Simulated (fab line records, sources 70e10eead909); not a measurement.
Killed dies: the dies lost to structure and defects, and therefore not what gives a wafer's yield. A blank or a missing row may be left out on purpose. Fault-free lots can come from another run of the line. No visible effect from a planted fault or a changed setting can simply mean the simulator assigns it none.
Which of the tools did it? + flow nandHarc + at 1 step of a route of 1302, 7 lots with 21 wafers sampled

## WHAT THE GAUGES SHOWED, per wafer
NHARC_P_ZERO_WELL_CD_MEAS_11: target cd 500 nm.
| lot  | measured     | on       | cdNm (nm)         |
|------|--------------|----------|-------------------|
| L428 | day 3 13:07  | cdSem-01 | 498.9 499.4 498.1 |
| L430 | day 4 09:07  | cdSem-03 | 497.8 498.9 496.9 |
| L435 | day 6 11:08  | cdSem-03 | 499.3 498.5 500.4 |
| L437 | day 7 07:14  | cdSem-03 | 498.3 498.5 498.2 |
| L443 | day 9 19:16  | cdSem-02 | 500.2 499.1 498.8 |
| L445 | day 10 15:15 | cdSem-03 | 500.3 499.8 499.1 |
| L447 | day 11 11:14 | cdSem-01 | 500.8 500.1 498.3 |

## TOOL THAT RAN EACH LOT (tool first, then ch and the chambers of the sampled wafers, then the start)
There is no process step in the record ahead of these readings.

## THE ANSWER, worked out from the rows above alone
Rule: usual is defined by the lots themselves. The widest of any qualifying gaps counts: lots, ordered by their means at a reading, are off when they make up no more than a third of the lots, leave a main group of 4 or more, and stand apart from it by 3 or more times the standard deviation of that group's means. A main group is skipped when, at the precision printed for the reading in the tables above, its means are all equal. Also off: a lot with no number at a reading for which 4 or more lots have one. The other lots that the step has rows for count as sound.
No lot is off at any reading shown: from this, nothing can be told.

## WHAT THE SIMULATOR HAD INSERTED
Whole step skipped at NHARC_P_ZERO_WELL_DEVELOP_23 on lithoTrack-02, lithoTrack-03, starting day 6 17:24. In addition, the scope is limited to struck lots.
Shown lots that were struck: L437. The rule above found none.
